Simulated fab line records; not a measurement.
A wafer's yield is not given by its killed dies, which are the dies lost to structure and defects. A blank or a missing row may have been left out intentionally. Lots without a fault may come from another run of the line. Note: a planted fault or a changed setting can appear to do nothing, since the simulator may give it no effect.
A lot that was struck, set against a sound lot ; flow n5-finfet ; 27 out of 1938 route steps
Sound: these wafers, L847.1, L847.3, L847.4. Wafers struck: L864.1, L864.3, L864.6. At the end, the cause is stated.
For every step that has rows: the tool of each side, followed by ch and its chambers, followed by its first start. Under that, the readings that differ: sound wafers ; struck wafers ; difference of the means ; sigmas: that difference in standard deviations of wafers without a fault.
alike: readings whose means differ by less than 2 such deviations, and words and numbers that are the same on both sides. not compared: withheld readings, readings that some wafer has no value for, bounds like >300 that may hide the same value, and numbers for which the record gives no deviation and whose values overlap.
The two part at a step that has a row with sigmas, a row that says differs or no value, or rows on one side only. Numbers that don't overlap but have no deviation are shown without sigmas and don't part them. A reading that every wafer of one side lacks parts them only if that side has two wafers or more.

first, 4 steps without rows for these wafers: N5_BEOL_M0_WET_ETCH_106 (etches SiO2 in DHF, target depth 130 nm, rinse time 30 s); N5_BEOL_M0_ETCH_128 (etches SiCN in CF4/N2, target depth 12 nm, overetch 5.1 nm, time 21.4 s); N5_BEOL_M0_TRENCH_ETCH_107 (etches SiOC in C4F6/O2, target depth 32.8 nm, time 16.4 s); N5_BEOL_M0_STRIP_142 (strips in N2/H2, time 10 s).
N5_BEOL_M0_OCD_MEAS_108:
  sound: ocd-01 at day 6 03:55; struck: ocd-02 at day 10 05:44
  alike: trench-depth-nm
then, 5 steps without rows for these wafers: N5_BEOL_M0_HM_STRIP_129 (strips TiN in peroxide tin strip, target depth 17 nm, time 108 s); N5_BEOL_M0_SRD_130 (time 30 s); N5_BEOL_M0_ETCH_109 (etches SiCN in CH3F/O2, target depth 8 nm, overetch 2.4 nm, time 27.4 s); N5_BEOL_M0_STRIP_139 (strips in post etch residue remover, time 60 s); N5_BEOL_M0_SRD_111 (time 30 s).
N5_BEOL_M0_DEGAS_112: time 60 s.
  sound: pvd-sputter-01 at day 6 04:11; struck: pvd-sputter-02 at day 10 06:02
  alike: heater-power-w
then, 1 step without rows for these wafers: N5_BEOL_M0_PRE_CLEAN_113 (time 30 s).
N5_BEOL_M0_ALD_136: deposits TaN, pulse time 2 s, purge time 3 s, co reactant purge time 2 s.
  sound on ald-metal-04 ch 1,2,3, day 6 04:17; struck on ald-metal-04 ch 0,3, day 10 06:08
  no value came back on the struck wafers for ald-cycles, chamber-pressure-Torr (Torr), heater-power-w (W), precursor-vessel-temp-c (C); on the sound wafers ald-cycles reads 30 30 30
then, 2 steps without rows for these wafers: N5_BEOL_M0_SURFACE_TREAT_137; N5_BEOL_M0_CVD_115 (deposits Co from CCTBA/H2, time 120 s).
N5_BEOL_M0_SPUTTER_116: material Cu, target thk 4 nm, time 7.37 s.
  sound: pvd-sputter-01 at day 6 04:46; struck: pvd-sputter-02 at day 10 08:09
  alike: throttle-valve-pct
then, 1 step without rows for these wafers: N5_BEOL_M0_ANNEAL_117 (time 60 s).
N5_BEOL_M0_SPUTTER_132: material Cu, target thk 4 nm, time 7.37 s.
  sound: pvd-sputter-01 at day 6 04:53; struck: pvd-sputter-02 at day 10 08:16
  alike: throttle-valve-pct
N5_BEOL_M0_ANNEAL_133: time 60 s.
  sound: pvd-sputter-01 at day 6 04:58; struck: pvd-sputter-02 at day 10 08:21
  alike: heater-power-w
then, 4 steps without rows for these wafers: N5_BEOL_M0_SPUTTER_134 (material Cu, target thk 4 nm, time 7.37 s); N5_BEOL_M0_ANNEAL_135 (time 60 s); N5_BEOL_M0_SPUTTER_141 (material Cu, target thk 4 nm, time 7.37 s); N5_BEOL_M0_ECD_118 (material Cu, target thk 300 nm).
N5_BEOL_M0_ANNEAL_119: time 90 s.
  sound on rtp-anneal-01 ch 0, day 6 06:50; struck on rtp-anneal-02 ch 0, day 10 08:42
  alike: wafer_temp_C_max
N5_BEOL_M0_CMP_120: polishes, stops on SiOC, t overpolish 6.9 s.
  sound on cmp-04 ch 0,2,3, day 6 07:08; struck on cmp-03 ch 0,1,3, day 10 09:00
reading;sound;struck;difference;sigmas
barrier-field-endpoint-s (s);3.64 3.48 3.70;1.76 1.74 1.60;-1.91;-13
  alike: motor-current-A, slurry-filter-dp-kPa
N5_BEOL_M4_RC_MEAS_101:
  the record has rows for the sound wafers here (prober-01 ch 0, day 8 23:37) and none for the struck ones
-- the record jumps here: 7 days lie between the struck wafers' starts before and after (it left off in module BEOL_M4 and takes up again in module PASSIVATION, whose first step shown is number 1936 of the route) --
N5_PASSIVATION_PROBE_49:
  only the struck wafers here have rows in the record (prober-01, day 17 06:39); the sound ones have none

== WHERE THEY PART ==
Earliest at N5_BEOL_M0_ALD_136; latest, in this record, at N5_PASSIVATION_PROBE_49.

WHY: what had been put in by the simulator
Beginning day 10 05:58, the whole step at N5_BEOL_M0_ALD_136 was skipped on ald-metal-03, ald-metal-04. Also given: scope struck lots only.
